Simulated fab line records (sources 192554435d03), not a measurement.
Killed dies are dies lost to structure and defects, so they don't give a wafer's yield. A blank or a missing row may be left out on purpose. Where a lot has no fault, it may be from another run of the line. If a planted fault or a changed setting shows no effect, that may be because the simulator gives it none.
Matching of chambers -- flow n5_finfet -- N5_PMOS_HMC_CHANNEL_EPI_ETCH_32 on rie_diel-02 has 4 sister chambers
The step etches BARC in N2/H2, stops on SiO2, target depth 85.8 nm, time 50.3 s. 18 wafers are shown with their chamber, then 9 later ones without.

== WAFERS PAIRED WITH THEIR CHAMBERS ==
wafer,chamber,throttle_valve_pct (%),drypump_motor_current_A (A),oes_product_au (a.u.)
L075.1,0,17.76,5.4,0.73
L075.2,2,18.10,6.3,0.61
L075.3,3,17.59,5.6,0.67
L076.1,2,18.10,6.3,0.61
L076.2,3,17.60,5.7,0.67
L076.5,2,18.11,6.3,0.60
L079.2,0,17.79,5.4,0.72
L079.3,1,18.17,6.4,0.66
L079.6,0,17.76,5.5,0.73
L080.1,2,18.12,6.3,0.61
L080.3,1,18.14,6.4,0.65
L080.4,1,18.14,6.4,0.65
L081.1,2,18.14,6.3,0.60
L081.2,1,18.16,6.4,0.65
L081.6,1,18.17,6.4,0.65
L087.2,1,18.17,6.4,0.65
L087.3,2,18.15,6.3,0.60
L087.5,0,17.79,5.4,0.72

SIGNATURES, as means of the wafers listed above
reading,chamber 0,chamber 1,chamber 2,chamber 3,scatter within a chamber
throttle_valve_pct,17.7750,18.1583,18.1200,17.5950,0.0174
drypump_motor_current_A,5.425,6.400,6.300,5.650,0.0299
oes_product_au,0.7250,0.6517,0.6050,0.6700,0.00488
Rule: a wafer's distance from a chamber is the root of the sum, over the readings, of the square of ((its reading less the chamber's mean) divided by the reading's scatter). If the next closest chamber is less than 2 further off than the closest, the wafer can't be placed; otherwise it belongs to the closest. The scatter: take each reading less its chamber's mean, square it, sum over the shown wafers, divide by the number of wafers less the number of chambers, and take the root.

== WAFERS MISSING THEIR CHAMBER ==
wafer,throttle_valve_pct (%),drypump_motor_current_A (A),oes_product_au (a.u.)
L089.2,18.15,6.3,0.59
L089.3,18.17,6.3,0.65
L089.6,18.17,6.3,0.60
L092.1,17.82,5.4,0.71
L092.2,18.19,6.3,0.63
L092.3,18.17,6.3,0.59
L094.1,18.18,6.3,0.59
L094.4,17.84,5.4,0.71
L094.5,18.19,6.4,0.64

== EACH ONE'S CHAMBER ==
wafer,from the rows above,in truth
L089.2,2,2
L089.3,1,1
L089.6,2,2
L092.1,0,0
L092.2,can't be placed: 1 or 2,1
L092.3,2,2
L094.1,2,2
L094.4,0,0
L094.5,1,1
Correctly placed: 8 of 9. Not placeable from these rows: 1 (in 1, the candidates include the true chamber). Placed wrongly: 0.
